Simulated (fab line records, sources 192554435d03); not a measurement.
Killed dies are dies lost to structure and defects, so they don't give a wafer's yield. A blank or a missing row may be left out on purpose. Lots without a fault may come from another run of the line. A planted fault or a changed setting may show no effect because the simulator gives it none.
Split-lot experiment | flow n5_finfet | 7 lots, 21 wafers read, on a route of 1938 steps

THE SPLIT
At N5_BEOL_M6_TRENCH_ETCH_37 (etches SiCOH lowk in C4F6/O2, target depth 94.435 nm, time 31.5 s), the setting bias_w was moved away from the recipe's 185 W on 7 of the 21 wafers read, by -15.7% to +17.3%. The other wafers ran this setting at the recipe's value.

The reading is taken at the split's own step.

THE READING
rf_vpp_V, in V, at N5_BEOL_M6_TRENCH_ETCH_37 (etches SiCOH lowk in C4F6/O2, target depth 94.435 nm, time 31.5 s). Fault-free wafers of this fab line usually give 664 V, standard deviation 14 V.

wafer  | tool, chamber at the split | bias_w as run, W | against the recipe | rf_vpp_V, V | against lot-mates on the recipe
L074.2 | rie_diel-02, 1             | 155.9            | -15.7%             | 592         | -64
L074.4 | rie_diel-02, 3             | 185              | recipe             | 642         | -
L074.5 | rie_diel-02, 2             | 185              | recipe             | 669         | -
L079.1 | rie_diel-02, 0             | 185              | recipe             | 656         | -
L079.2 | rie_diel-02, 2             | 185              | recipe             | 668         | -
L079.5 | rie_diel-02, 0             | 185              | recipe             | 656         | -
L084.4 | rie_diel-02, 1             | 185              | recipe             | 678         | -
L084.5 | rie_diel-02, 2             | 197.3            | +6.6%              | 703         | +43
L084.6 | rie_diel-02, 3             | 185              | recipe             | 642         | -
L086.4 | rie_diel-02, 3             | 185              | recipe             | 644         | -
L086.5 | rie_diel-02, 0             | 185              | recipe             | 656         | -
L086.6 | rie_diel-02, 1             | 185              | recipe             | 679         | -
L089.3 | rie_diel-02, 1             | 217              | +17.3%             | 768         | +112
L089.4 | rie_diel-02, 0             | 185              | recipe             | 656         | -
L089.6 | rie_diel-02, 2             | 217              | +17.3%             | 757         | +101
L093.1 | rie_diel-05, 3             | 185              | recipe             | 678         | -
L093.4 | rie_diel-05, 0             | 185              | recipe             | 664         | -
L093.5 | rie_diel-05, 1             | 185              | recipe             | 639         | -
L096.1 | rie_diel-02, 3             | 210.3            | +13.7%             | 736         | no lot-mate on the recipe
L096.2 | rie_diel-02, 0             | 210.3            | +13.7%             | 723         | no lot-mate on the recipe
L096.6 | rie_diel-02, 3             | 210.3            | +13.7%             | 735         | no lot-mate on the recipe

THE FIT
A straight line over all 21 wafers: rf_vpp_V changes by +5.34 V for each +1% of bias_w; r = +0.96; the points scatter about the line by 13 V.
The same after taking each lot's own level away (the mean of its wafers on the recipe; 18 wafers): +5.5 V for each +1%; r = +0.94; scatter 14 V.
On that fit, the largest move of bias_w shifts the reading by 95 V.
The lots' own levels span 655.5 to 660.3 V, that is 0.3 times the standard deviation above.
So the lot-to-lot level changes the slope little: the two slopes agree.
Check: with one of the wafers moved furthest among these (+17.3%) left out of the fit, the line predicts +90.5 V for it against its lot-mates. It came out at +112 V against them.
Tool readings at the split's step, against how far the setting was moved: rf_vpp_V r = +0.96.

OTHER SPLITS ON THESE WAFERS
These wafers also went through other splits before the reading. Each is held against what the fit with the lots' levels taken away leaves over:
other split on the same wafers    | wafers away from the commonest value | r with rf_vpp_V (lot level and that fit taken away)
N5_BEOL_M5_HM_DEP_02 target_thk_a | 3                                    | +0.12
N5_BEOL_M5_COAT_71 spin_rpm       | 5                                    | -0.11

THE FILE'S OWN FIT
rf_vpp_V changes by +5.31 V for each +1% of bias_w, r = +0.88.
